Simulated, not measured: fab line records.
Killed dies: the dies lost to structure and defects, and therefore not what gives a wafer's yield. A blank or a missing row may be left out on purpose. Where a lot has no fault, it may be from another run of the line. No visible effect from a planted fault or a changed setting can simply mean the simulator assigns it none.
Which tool is to blame? :: flow nandHarc :: 11 lots, 33 wafers sampled, at 5 steps of a route of 1302

WHAT EACH GAUGE READ, for each wafer
NHARC_END_SORT_01. Usual: killedAtArray 59, standard deviation 21; killedAtOther 0.8, standard deviation 1.1; killedAtPeriphery 4.1, standard deviation 2.8; killedDies 64, standard deviation 20; killedOpen 3.1, standard deviation 1.7; killedShort 2.4, standard deviation 1.6.
lot: L971
measured: day 26 10:02
on: prober-02
killedAtArray: 84 76 82
killedAtOther: 2 1 1
killedAtPeriphery: 0 1 2
killedDies: 86 78 85
killedOpen: 5 1 3
killedShort: 2 2 1
flag: 

lot: L972
measured: day 27 06:02
on: prober-02
killedAtArray: 61 96 96
killedAtOther: 1 1 4
killedAtPeriphery: 3 3 2
killedDies: 65 100 102
killedOpen: 1 3 1
killedShort: 3 0 1
flag: 

lot: L978
measured: day 30 08:47
on: prober-02
killedAtArray: 69 69 77
killedAtOther: 0 0 0
killedAtPeriphery: 5 3 5
killedDies: 74 72 82
killedOpen: 1 2 2
killedShort: 2 1 1
flag: 

WHICH TOOL RAN EACH LOT (tool, then ch and the chambers of the sampled wafers, then the start)
lot: L966
NHARC_A_SGD_CUT_CMP_21: cmp-02 ch 0,1,2, day 19 15:50
NHARC_A_SLIT_EXPOSE_06: arfiScanner-02 ch 0, day 19 21:10
NHARC_A_SLIT_DESCUM_14: rieDiel-10 ch 0,3, day 19 21:29
NHARC_A_SLIT_ETCH_15: rieDiel-10 ch 0,2,3, no start

lot: L969
NHARC_A_SGD_CUT_CMP_21: cmp-02 ch 1,2,3, day 20 15:42
NHARC_A_SLIT_EXPOSE_06: arfiScanner-02 ch 0, day 20 21:06
NHARC_A_SLIT_DESCUM_14: rieDiel-09 ch 1,2,3, day 20 21:26
NHARC_A_SLIT_ETCH_15: rieDiel-09 ch 1,2,3, no start

lot: L970
NHARC_A_SGD_CUT_CMP_21: cmp-01 ch 1,2, day 20 21:50
NHARC_A_SLIT_EXPOSE_06: arfiScanner-01 ch 0, day 21 03:20
NHARC_A_SLIT_DESCUM_14: rieDiel-09 ch 0,2, day 21 03:40
NHARC_A_SLIT_ETCH_15: rieDiel-09 ch 0,1, no start

lot: L971
NHARC_A_SGD_CUT_CMP_21: cmp-01 ch 2,3, day 21 11:00
NHARC_A_SLIT_EXPOSE_06: arfiScanner-02 ch 0, day 21 16:40
NHARC_A_SLIT_DESCUM_14: rieDiel-09 ch 0,1,2, day 21 17:01
NHARC_A_SLIT_ETCH_15: rieDiel-10 ch 0,3, day 21 17:11

lot: L972
NHARC_A_SGD_CUT_CMP_21: cmp-01 ch 0,1, day 21 22:37
NHARC_A_SLIT_EXPOSE_06: arfiScanner-03 ch 0, day 22 05:21
NHARC_A_SLIT_DESCUM_14: rieDiel-10 ch 0,1,2, day 22 05:41
NHARC_A_SLIT_ETCH_15: rieDiel-10 ch 0,2,3, day 27 06:02 or earlier

lot: L974
NHARC_A_SGD_CUT_CMP_21: cmp-03 ch 0,1,3, day 22 21:50
NHARC_A_SLIT_EXPOSE_06: arfiScanner-03 ch 0, day 23 03:07
NHARC_A_SLIT_DESCUM_14: rieDiel-10 ch 1,2,3, day 23 03:26
NHARC_A_SLIT_ETCH_15: rieDiel-10 ch 2,3, no start

lot: L975
NHARC_A_SGD_CUT_CMP_21: cmp-03 ch 0,1,2, day 23 22:11
NHARC_A_SLIT_EXPOSE_06: arfiScanner-03 ch 0, day 24 05:18
NHARC_A_SLIT_DESCUM_14: rieDiel-05 ch 0,3, day 24 05:37
NHARC_A_SLIT_ETCH_15: rieDiel-05 ch 1,2,3, no start

lot: L978
NHARC_A_SGD_CUT_CMP_21: cmp-02 ch 1,2, day 25 07:18
NHARC_A_SLIT_EXPOSE_06: arfiScanner-02 ch 0, day 25 12:44
NHARC_A_SLIT_DESCUM_14: rieDiel-10 ch 0,3, day 25 13:04
NHARC_A_SLIT_ETCH_15: rieDiel-10 ch 0,1, day 30 08:47 or earlier

lot: L982
NHARC_A_SGD_CUT_CMP_21: cmp-03 ch 0,3, day 26 06:36
NHARC_A_SLIT_EXPOSE_06: arfiScanner-02 ch 0, day 26 12:05
NHARC_A_SLIT_DESCUM_14: rieDiel-09 ch 0,1,2, day 26 12:24
NHARC_A_SLIT_ETCH_15: rieDiel-09 ch 0,1,2, no start

lot: L986
NHARC_A_SGD_CUT_CMP_21: cmp-01 ch 1,2, day 27 20:50
NHARC_A_SLIT_EXPOSE_06: arfiScanner-02 ch 0, day 28 04:13
NHARC_A_SLIT_DESCUM_14: rieDiel-05 ch 0,1,2, day 28 04:33
NHARC_A_SLIT_ETCH_15: rieDiel-05 ch 0,1,2, no start

lot: L989
NHARC_A_SGD_CUT_CMP_21: cmp-02 ch 2,3, day 29 01:58
NHARC_A_SLIT_EXPOSE_06: arfiScanner-02 ch 0, day 29 11:04
NHARC_A_SLIT_DESCUM_14: rieDiel-09 ch 0,1,2, day 29 11:24
NHARC_A_SLIT_ETCH_15: rieDiel-09 ch 0,1,2, no start
- NHARC_A_SGD_CUT_CMP_21: polishes, target thk 148.19 nm.
- NHARC_A_SLIT_EXPOSE_06: exposes mask SLIT.
- NHARC_A_SLIT_DESCUM_14: chemistry O2, time 3 s.
- NHARC_A_SLIT_ETCH_15: etches the open film in O2/COS, target depth 6200 nm, time 1612 s.

WHAT THE TOOLS THEMSELVES READ (means of the sampled wafers that have a number; where no wafer has one, the mark that the record gives instead)
NHARC_A_SGD_CUT_CMP_21. Usual: motorCurrentA 11.8 A, standard deviation 1.6; retainingRingPressureFrac 0.999, standard deviation 0.0048; timeToEndpointS 51 s, standard deviation 3.9.
lot: L966
tool: cmp-02
motorCurrentA (A): 11.1
retainingRingPressureFrac: 0.997
timeToEndpointS (s): 54
flag: 

lot: L969
tool: cmp-02
motorCurrentA (A): 11.4
retainingRingPressureFrac: 1.001
timeToEndpointS (s): 53
flag: 

lot: L970
tool: cmp-01
motorCurrentA (A): 11.5
retainingRingPressureFrac: 0.998
timeToEndpointS (s): 47
flag: 

lot: L971
tool: cmp-01
motorCurrentA (A): 11.0
retainingRingPressureFrac: 1.003
timeToEndpointS (s): 50
flag: 

lot: L972
tool: cmp-01
motorCurrentA (A): 11.1
retainingRingPressureFrac: 0.999
timeToEndpointS (s): 48
flag: 

lot: L974
tool: cmp-03
motorCurrentA (A): 12.8
retainingRingPressureFrac: 1.001
timeToEndpointS (s): 52
flag: 

lot: L975
tool: cmp-03
motorCurrentA (A): 13.9
retainingRingPressureFrac: 0.998
timeToEndpointS (s): 51
flag: 

lot: L978
tool: cmp-02
motorCurrentA (A): 11.4
retainingRingPressureFrac: 1.000
timeToEndpointS (s): 62
flag: 

lot: L982
tool: cmp-03
motorCurrentA (A): 12.9
retainingRingPressureFrac: 0.998
timeToEndpointS (s): 46
flag: 

lot: L986
tool: cmp-01
motorCurrentA (A): 11.4
retainingRingPressureFrac: 0.998
timeToEndpointS (s): 56
flag: 

lot: L989
tool: cmp-02
motorCurrentA (A): 11.2
retainingRingPressureFrac: 0.999
timeToEndpointS (s): 51
flag: 

NHARC_A_SLIT_EXPOSE_06. Usual: exposureDoseMJCm2 60.77, standard deviation 0.064; reticleTempC 22.98 C, standard deviation 0.11.
lot: L966
tool: arfiScanner-02
exposureDoseMJCm2: 60.80
reticleTempC (C): 22.97
flag: 

lot: L969
tool: arfiScanner-02
exposureDoseMJCm2: 60.71
reticleTempC (C): 23.19
flag: 

lot: L970
tool: arfiScanner-01
exposureDoseMJCm2: 60.76
reticleTempC (C): 22.99
flag: 

lot: L971
tool: arfiScanner-02
exposureDoseMJCm2: 60.78
reticleTempC (C): 22.98
flag: 

lot: L972
tool: arfiScanner-03
exposureDoseMJCm2: 60.76
reticleTempC (C): 23.11
flag: 

lot: L974
tool: arfiScanner-03
exposureDoseMJCm2: 60.81
reticleTempC (C): 22.94
flag: 

lot: L975
tool: arfiScanner-03
exposureDoseMJCm2: 60.73
reticleTempC (C): 22.91
flag: 

lot: L978
tool: arfiScanner-02
exposureDoseMJCm2: 60.71
reticleTempC (C): 23.06
flag: 

lot: L982
tool: arfiScanner-02
exposureDoseMJCm2: 60.70
reticleTempC (C): 22.95
flag: 

lot: L986
tool: arfiScanner-02
exposureDoseMJCm2: 61.90
reticleTempC (C): 22.96
flag: OFF

lot: L989
tool: arfiScanner-02
exposureDoseMJCm2: 61.72
reticleTempC (C): 22.90
flag: OFF

NHARC_A_SLIT_DESCUM_14. Usual: drypumpMotorCurrentA is 5.7 A with standard deviation 0.45, mfcArSccm is 0.002 sccm with standard deviation 0.006, o2FlowSccm is 199.9 sccm with standard deviation 0.65, oesProductAu is 0.998 a.u. with standard deviation 0.01, rfVppV is 58.1 V with standard deviation 0.89, showerheadPlenumPTorr is 1.97 Torr with standard deviation 0.079, and throttleValvePct is 11.310 % with standard deviation 0.009.
lot: L966
tool: rieDiel-10
drypumpMotorCurrentA (A): 5.5
mfcArSccm (sccm): 0.000
o2FlowSccm (sccm): 199.4
oesProductAu (a.u.): 0.994
rfVppV (V): 58.4
showerheadPlenumPTorr (Torr): 2.01
throttleValvePct (%): 11.313
flag: 

lot: L969
tool: rieDiel-09
drypumpMotorCurrentA (A): 5.6
mfcArSccm (sccm): 0.000
o2FlowSccm (sccm): 200.0
oesProductAu (a.u.): 0.996
rfVppV (V): 58.2
showerheadPlenumPTorr (Torr): 1.98
throttleValvePct (%): 11.309
flag: 

lot: L970
tool: rieDiel-09
drypumpMotorCurrentA (A): 5.5
mfcArSccm (sccm): 0.002
o2FlowSccm (sccm): 200.7
oesProductAu (a.u.): 0.996
rfVppV (V): 57.7
showerheadPlenumPTorr (Torr): 2.01
throttleValvePct (%): 11.315
flag: 

lot: L971
tool: rieDiel-09
drypumpMotorCurrentA (A): 5.4
mfcArSccm (sccm): 0.001
o2FlowSccm (sccm): 199.8
oesProductAu (a.u.): 0.994
rfVppV (V): 57.9
showerheadPlenumPTorr (Torr): 2.00
throttleValvePct (%): 11.314
flag: 

lot: L972
tool: rieDiel-10
drypumpMotorCurrentA (A): 5.9
mfcArSccm (sccm): 0.001
o2FlowSccm (sccm): 200.9
oesProductAu (a.u.): 1.008
rfVppV (V): 58.6
showerheadPlenumPTorr (Torr): 2.03
throttleValvePct (%): 11.304
flag: 

lot: L974
tool: rieDiel-10
drypumpMotorCurrentA (A): 6.0
mfcArSccm (sccm): 0.001
o2FlowSccm (sccm): 200.0
oesProductAu (a.u.): 1.003
rfVppV (V): 58.4
showerheadPlenumPTorr (Torr): 1.99
throttleValvePct (%): 11.306
flag: 

lot: L975
tool: rieDiel-05
drypumpMotorCurrentA (A): 5.6
mfcArSccm (sccm): 0.000
o2FlowSccm (sccm): 200.1
oesProductAu (a.u.): 1.011
rfVppV (V): 57.5
showerheadPlenumPTorr (Torr): 1.82
throttleValvePct (%): 11.309
flag: 

lot: L978
tool: rieDiel-10
drypumpMotorCurrentA (A): 5.5
mfcArSccm (sccm): 0.000
o2FlowSccm (sccm): 200.3
oesProductAu (a.u.): 0.998
rfVppV (V): 59.0
showerheadPlenumPTorr (Torr): 2.01
throttleValvePct (%): 11.303
flag: 

lot: L982
tool: rieDiel-09
drypumpMotorCurrentA (A): 5.4
mfcArSccm (sccm): 0.001
o2FlowSccm (sccm): 200.1
oesProductAu (a.u.): 0.992
rfVppV (V): 58.1
showerheadPlenumPTorr (Torr): 2.00
throttleValvePct (%): 11.310
flag: 

lot: L986
tool: rieDiel-05
drypumpMotorCurrentA (A): 5.8
mfcArSccm (sccm): 0.008
o2FlowSccm (sccm): 199.4
oesProductAu (a.u.): 0.992
rfVppV (V): 57.2
showerheadPlenumPTorr (Torr): 1.89
throttleValvePct (%): 11.311
flag: 

lot: L989
tool: rieDiel-09
drypumpMotorCurrentA (A): 5.4
mfcArSccm (sccm): 0.001
o2FlowSccm (sccm): 199.3
oesProductAu (a.u.): 0.992
rfVppV (V): 58.4
showerheadPlenumPTorr (Torr): 2.00
throttleValvePct (%): 11.316
flag: 

NHARC_A_SLIT_ETCH_15. Usual: cosFlowSccm 20.00 sccm, standard deviation 0.055; drypumpMotorCurrentA 5.7 A, standard deviation 0.44; mfcArSccm 0.003 sccm, standard deviation 0.0065; o2FlowSccm 400.0 sccm, standard deviation 1.2; oesProductAu 0.998 a.u., standard deviation 0.011; rfFwdPowerW 500.0 W, standard deviation 1.6; rfVppV 315.4 V, standard deviation 1.9; showerheadPlenumPTorr 3.21 Torr, standard deviation 0.11; throttleValvePct 28.329 %, standard deviation 0.0094.
lot: L966
tool: rieDiel-10
cosFlowSccm (sccm): 19.99
drypumpMotorCurrentA (A): 5.6
mfcArSccm (sccm): 0.000
o2FlowSccm (sccm): 400.6
oesProductAu (a.u.): 1.004
rfFwdPowerW (W): 501.2
rfVppV (V): 315.8
showerheadPlenumPTorr (Torr): 3.27
throttleValvePct (%): 28.327
flag: 

lot: L969
tool: rieDiel-09
cosFlowSccm (sccm): 20.05
drypumpMotorCurrentA (A): 5.6
mfcArSccm (sccm): 0.000
o2FlowSccm (sccm): 399.2
oesProductAu (a.u.): 0.999
rfFwdPowerW (W): 501.3
rfVppV (V): 315.5
showerheadPlenumPTorr (Torr): 3.22
throttleValvePct (%): 28.330
flag: 

lot: L970
tool: rieDiel-09
cosFlowSccm (sccm): 19.96
drypumpMotorCurrentA (A): 5.6
mfcArSccm (sccm): 0.002
o2FlowSccm (sccm): 399.9
oesProductAu (a.u.): 1.000
rfFwdPowerW (W): 500.7
rfVppV (V): 316.4
showerheadPlenumPTorr (Torr): 3.33
throttleValvePct (%): 28.324
flag: 

lot: L971
tool: rieDiel-10
cosFlowSccm (sccm): 19.92
drypumpMotorCurrentA (A): 5.6
mfcArSccm (sccm): 0.000
o2FlowSccm (sccm): 399.7
oesProductAu (a.u.): 1.001
rfFwdPowerW (W): 500.2
rfVppV (V): 316.4
showerheadPlenumPTorr (Torr): 3.28
throttleValvePct (%): 28.323
flag: 

lot: L972
tool: rieDiel-10
cosFlowSccm (sccm): 20.04
drypumpMotorCurrentA (A): 5.6
mfcArSccm (sccm): 0.000
o2FlowSccm (sccm): 400.3
oesProductAu (a.u.): 1.004
rfFwdPowerW (W): 499.5
rfVppV (V): 315.8
showerheadPlenumPTorr (Torr): 3.27
throttleValvePct (%): 28.334
flag: 

lot: L974
tool: rieDiel-10
cosFlowSccm (sccm): 19.93
drypumpMotorCurrentA (A): 5.6
mfcArSccm (sccm): 0.000
o2FlowSccm (sccm): 401.0
oesProductAu (a.u.): 0.993
rfFwdPowerW (W): 499.9
rfVppV (V): 316.2
showerheadPlenumPTorr (Torr): 3.26
throttleValvePct (%): 28.319
flag: 

lot: L975
tool: rieDiel-05
cosFlowSccm (sccm): 19.99
drypumpMotorCurrentA (A): 6.1
mfcArSccm (sccm): 0.008
o2FlowSccm (sccm): 400.3
oesProductAu (a.u.): 0.992
rfFwdPowerW (W): 499.0
rfVppV (V): 314.5
showerheadPlenumPTorr (Torr): 3.14
throttleValvePct (%): 28.329
flag: 

lot: L978
tool: rieDiel-10
cosFlowSccm (sccm): 19.98
drypumpMotorCurrentA (A): 6.3
mfcArSccm (sccm): 0.002
o2FlowSccm (sccm): 400.4
oesProductAu (a.u.): 0.983
rfFwdPowerW (W): 499.8
rfVppV (V): 316.1
showerheadPlenumPTorr (Torr): 3.29
throttleValvePct (%): 28.329
flag: 

lot: L982
tool: rieDiel-09
cosFlowSccm (sccm): 20.00
drypumpMotorCurrentA (A): 5.4
mfcArSccm (sccm): 0.001
o2FlowSccm (sccm): 399.9
oesProductAu (a.u.): 0.992
rfFwdPowerW (W): 498.8
rfVppV (V): 316.6
showerheadPlenumPTorr (Torr): 3.25
throttleValvePct (%): 28.322
flag: 

lot: L986
tool: rieDiel-05
cosFlowSccm (sccm): 19.97
drypumpMotorCurrentA (A): 5.8
mfcArSccm (sccm): 0.008
o2FlowSccm (sccm): 399.3
oesProductAu (a.u.): 0.997
rfFwdPowerW (W): 500.7
rfVppV (V): 313.1
showerheadPlenumPTorr (Torr): 3.10
throttleValvePct (%): 28.330
flag: 

lot: L989
tool: rieDiel-09
cosFlowSccm (sccm): 20.04
drypumpMotorCurrentA (A): 5.4
mfcArSccm (sccm): 0.001
o2FlowSccm (sccm): 398.7
oesProductAu (a.u.): 0.998
rfFwdPowerW (W): 500.8
rfVppV (V): 316.6
showerheadPlenumPTorr (Torr): 3.25
throttleValvePct (%): 28.333
flag: 

THE ANSWER, worked out from the rows above alone
Rule: lot off if the mean of its wafers having a number is beyond 3 standard deviations from the usual mean. A lot without any number at a reading at which 4 lots or more have one is off too. The other lots that the step has rows for count as sound. Order of review: gauges by route order, followed by the tools' own readings, for which a lot's mean as printed above is used. At the first step where some lot is off, the reading lying furthest off is the one used; lots without a number count as furthest.
Off: L986, L989, at NHARC_A_SLIT_EXPOSE_06 (exposureDoseMJCm2).
A tool fits if, at that step or a process step before it, it ran every lot that is off, and no sound lot after the first of them. One candidate fits, namely arfiScanner-02 at NHARC_A_SLIT_EXPOSE_06. A fault onset in the window from L982 (day 26 12:05, its last sound lot) to L986 (day 28 04:13, its first lot off) fits.
On the lots that are off, the tool's own readings at NHARC_A_SLIT_EXPOSE_06 differ by more than 5 times the standard deviation of the sound lots' means, which bears it out; exposureDoseMJCm2 reads 61.81 there versus 60.75 on the sound lots.

WHAT THE SIMULATOR HAD PUT IN
Process parameters drifting: arfiScanner-02 at NHARC_A_SLIT_EXPOSE_06, beginning at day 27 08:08. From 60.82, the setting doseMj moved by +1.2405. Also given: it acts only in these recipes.
Lots struck among those shown: L986, L989. The rule given above showed the same thing.
